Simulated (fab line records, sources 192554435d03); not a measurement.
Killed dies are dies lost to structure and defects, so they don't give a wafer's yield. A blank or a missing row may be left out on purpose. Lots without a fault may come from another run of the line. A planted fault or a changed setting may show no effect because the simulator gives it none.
A struck lot beside a sound one | flow n5_finfet | 35 steps out of a route of 1938
Sound: wafers L190.2, L190.3, L190.4. Struck: wafers L198.1, L198.3, L198.5. The cause comes at the end.
At each step with rows: each side's tool, then ch and its chambers, then its first start. Under that, the readings that differ: sound wafers | struck wafers | difference of the means | sigmas: that difference in standard deviations of wafers without a fault.
alike: readings whose means differ by less than 2 such deviations, and words and numbers that are the same on both sides. not compared: withheld readings, readings that some wafer has no value for, bounds like >300 that may hide the same value, and numbers for which the record gives no deviation and whose values overlap.
The two part at a step that has a row with sigmas, a row that says differs or no value, or rows on one side only. Numbers that don't overlap but have no deviation are shown without sigmas and don't part them. A reading that every wafer of one side lacks parts them only if that side has two wafers or more.

first, 12 steps without rows for these wafers: N5_SD_EPI_P_ETCH_37 (etches SOC in N2/H2, overetch 108 nm, time 486 s); N5_SD_EPI_P_STRIP_38 (strips in N2/H2); N5_SD_EPI_P_ETCHBACK_46 (etches SiNx in CH3F/O2, stops on SiO2, target depth 17.5 nm); N5_SD_EPI_P_ETCH_47 (etches SiOCN in CH3F/O2, target depth 25 nm); N5_SD_EPI_P_ETCH_16 (etches SiO2 in CHF3/O2, target depth 5 nm); N5_SD_EPI_P_STRIP_50 (strips in CHF3/O2); N5_SD_EPI_P_SD_RECESS_17 (chemistry HBr/Cl2/O2, target depth 39.1 nm, bt time 3 s); N5_SD_EPI_P_WET_ETCH_45 (etches SiO2 in dHF, time 10.7 s, target depth 2 nm, rinse time 30 s); N5_SD_EPI_P_STRIP_40 (strips in N2/H2); N5_SD_EPI_P_PRECLEAN_52 (cleans in O3/DIW, time 60 s); N5_SD_EPI_P_SRD_20 (time 30 s); N5_SD_EPI_P_PRECLEAN_51 (cleans in NF3:NH3, afs cycles 1, time 20 s, sublimation time 60 s).
N5_SD_EPI_P_VAPOR_ETCH_44: etches SiGe30 in NF3/Ar, time 3.3 s.
  sound on epi_rpcvd-04 ch 0, day 4 04:31; struck on epi_rpcvd-04 ch 0, day 5 20:25
then, 20 steps without rows for these wafers: N5_SD_EPI_P_EPI_21 (deposits SiGe:B, time 355 s); N5_SD_EPI_P_HM_STRIP_48 (strips SiNx in H3PO4, material SiNx, target depth 3 nm); N5_SD_EPI_P_SRD_49 (time 30 s); N5_SD_EPI_P_PRECLEAN_24 (cleans in O3/DIW, time 45 s); N5_SD_EPI_P_PRECLEAN_32 (cleans in dHF, time 10 s); N5_SD_EPI_P_PRECLEAN_33 (cleans in SC2, time 45 s); N5_SD_EPI_P_SRD_25 (time 30 s); N5_SD_ACTIVATION_RTA_00 (time 0 s); N5_SD_ACTIVATION_LSA_01 (time 0.0008 s); N5_ILD0_LINER_00 (material SiNx, target thk 4 nm, pulse time 1 s, purge time 2 s); N5_ILD0_FCVD_FILL_01 (material SiO2 flowable, target thk 200 nm, time 328.3 s); N5_ILD0_CURE_02 (time 1800 s); N5_ILD0_CMP_03 (polishes, stops on SiNx, t overpolish 1.9 s, target thk 197.38 nm); N5_ILD0_CMP_07 (polishes SiO2 flowable, stops on poly-Si, t overpolish 1.18 s, target thk 138.88 nm); N5_ILD0_PRECLEAN_10 (cleans in NF3:NH3, afs cycles 5, time 20 s, sublimation time 60 s); N5_ILD0_ALD_15 (deposits SiNx, target thk 24 nm, pulse time 1 s, ald cycles 480); N5_ILD0_CMP_12 (polishes SiNx, stops on poly-Si, t overpolish 6 s, target thk 17.67 nm); N5_SDB_HM_DEP_00 (deposits SiNx from SiH4/NH3/N2, target thk 40 nm, time 35.3 s); N5_SDB_COAT_03 (time 60 s, resist thk 100 nm); N5_SDB_COAT_04 (time 60 s, resist thk 18 nm).
-- the record jumps here: 6 days lie between the struck wafers' starts before and after (it left off in module SDB and takes up again in module BEOL_M4, whose first step shown is number 1111 of the route) --
N5_BEOL_M4_RC_MEAS_101:
  sound on prober-02 ch 0, day 10 23:16; struck on prober-02 ch 0, day 12 07:59
  reading            | sound             | struck            | difference | sigmas
  DIBL_P (mV/V)      | 34.2 33.9 36.8    | 48.9 46.4 46.1    | +12.2      | +5
  IOFF_P (nA/um)     | 0.23 0.22 0.26    | 0.79 0.58 0.58    | +0.41      | +8
  IOFF_P_85C (nA/um) | 3.8 3.8 4.3       | 10.8 8.4 8.5      | +5.3       | +8
  IOFF_P_LIN (nA/um) | 0.107 0.106 0.118 | 0.263 0.226 0.227 | +0.128     | +8
  ION_P (uA/um)      | 465 474 474       | 508 515 501       | +37        | +3
  REXT_P (ohm.um)    | 101 98 98         | 87 86 87          | -12        | -4
  SS_P (mV/dec)      | 72.4 72.7 73.2    | 76.6 75.5 74.7    | +2.8       | +3
  VT_P (mV)          | -247 -245 -245    | -231 -236 -233    | +12        | +3
  VT_P_LVT (mV)      | -96 -95 -94       | -81 -83 -83       | +13        | +4
  alike: DIBL_N, IOFF_N, ION_N, SS_N, VT_N
-- the record jumps here: 4 days lie between the struck wafers' starts before and after (it left off in module BEOL_M4 and takes up again in module PASSIVATION, whose first step shown is number 1936 of the route) --
N5_PASSIVATION_PROBE_49:
  sound on prober-02, day 15 13:47; struck on prober-01, day 16 16:14
  reading                | sound          | struck      | difference | sigmas
  killed_at_M4_up        | 20 11 11       | 31 32 15    | +12        | +2
  sort_bin_4_leakage (%) | 0 0 0          | 78 24 26    | +43        | +12
  sort_n_pass            | 1070 1053 1062 | 131 789 771 | -498       | -10
  sort_yield_pct (%)     | 91 89 90       | 11 67 65    | -42        | -10
  alike: defect_limited_yield, killed_at_M0_to_M3, killed_at_contacts, killed_at_front_end, killed_at_other, killed_dies, killed_open, killed_short, sort_bin_5_function, sort_bin_6_memory, sort_bin_8_speed

WHERE THEY PART
First at N5_BEOL_M4_RC_MEAS_101; last, within this record, at N5_PASSIVATION_PROBE_49.

WHY: what the simulator had put in
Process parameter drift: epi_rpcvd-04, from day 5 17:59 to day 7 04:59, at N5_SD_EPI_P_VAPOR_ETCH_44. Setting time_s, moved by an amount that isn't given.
